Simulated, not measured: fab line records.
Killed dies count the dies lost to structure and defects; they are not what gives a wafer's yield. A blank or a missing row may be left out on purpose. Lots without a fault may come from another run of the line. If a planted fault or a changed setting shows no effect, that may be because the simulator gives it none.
Problem report, 8D (eight disciplines) form, completed by code -- flow nand-harc -- the parts of the form that need people (team, actions taken, sign-off) are left out

## 1. PROBLEM STATEMENT
Wafers without a fault read 527, standard deviation 93; raw-defect-count at NHARC_THIN_TSV_INSPECT_40 reads a mean of 1156 on 6 wafers belonging to 2 lots. That puts it +6.8 standard deviations away from the usual mean.
First observed at day 29 02:19: wafer L464.1, on defect-inspect-01. Wafers with a number at this step in the record: 36, from 12 lots. Rule for "out", or "out of limits": more than 4 standard deviations from the usual mean. Any other wafer with a number is counted as sound.

## 2. WHAT IT IS AND WHAT IT IS NOT
question,is,is not
which readings at this step,raw-defect-count,-
which lots,"L462, L464","L453, L455, L466, L467, L468, L472, L473, L474, L475, L476"
which wafers of those lots,all that have a number,-
read on which gauges,"defect-inspect-01, defect-inspect-02",-
when,from day 29 02:19,"up to then (6 sound wafers); but 24 sound wafers of L466, L467, L468, L472, L473, L474, L475, L476 came after"

## 3. WHAT RULES OUT EACH SUSPECT
Counting: any tool at a process step up to the reading is kept as a suspect provided that every lot that is out went through it and no sound lot did after the first of them.
- the gauge at NHARC_THIN_TSV_INSPECT_40 has been ruled out. 2 gauges (defect-inspect-01, defect-inspect-02) read the wafers that are out.
- rie-metal-02 at NHARC_THIN_TSV_ETCH_59 (etches the open film in Cl2/BCl3, target depth 880 nm, time 138.1 s): ruled out as a lasting fault. Sound lots L473 ran on it after its first lot that is out, L464 (day 28 20:31).
Left after counting: nothing in the record.

## 4. THE CAUSE (what the simulator had put in)
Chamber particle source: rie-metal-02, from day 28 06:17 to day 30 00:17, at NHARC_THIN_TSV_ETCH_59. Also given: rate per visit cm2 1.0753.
The count ruled it out by mistake, since the rule takes a fault to strike every lot its tool runs from the start of the fault on, and this one did not do so.

## 5. SEQUENCE OF EFFECTS, ordered by route
One row per reading whose mean, taken over the struck wafers that have a number, lies over 3 standard deviations from the usual. Scope: only readings with a usual standard deviation given in the record; hours: median across lots of the time from each lot's start at the first step in this table that gives one to its start at this step; sigmas: change in usual standard deviations.
hours,step,reading,usual,on struck wafers,change,sigmas
0,NHARC_THIN_TSV_INSPECT_40,raw-defect-count,527,1156,+628,+6.8
3,NHARC_END_SORT_01,killed-at-other,1.1,68.0,+66.9,+45

## 6. WHAT WOULD HAVE CAUGHT IT SOONER
In this record the first reading out of limits at a measuring or inspecting step was taken at day 29 02:19, 20 hours after the fault began at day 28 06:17.
An alarm limit of 4 standard deviations would not have fired on the tool readings at NHARC_THIN_TSV_ETCH_59 for which the record gives a usual standard deviation, since none of them was out on any struck wafer.
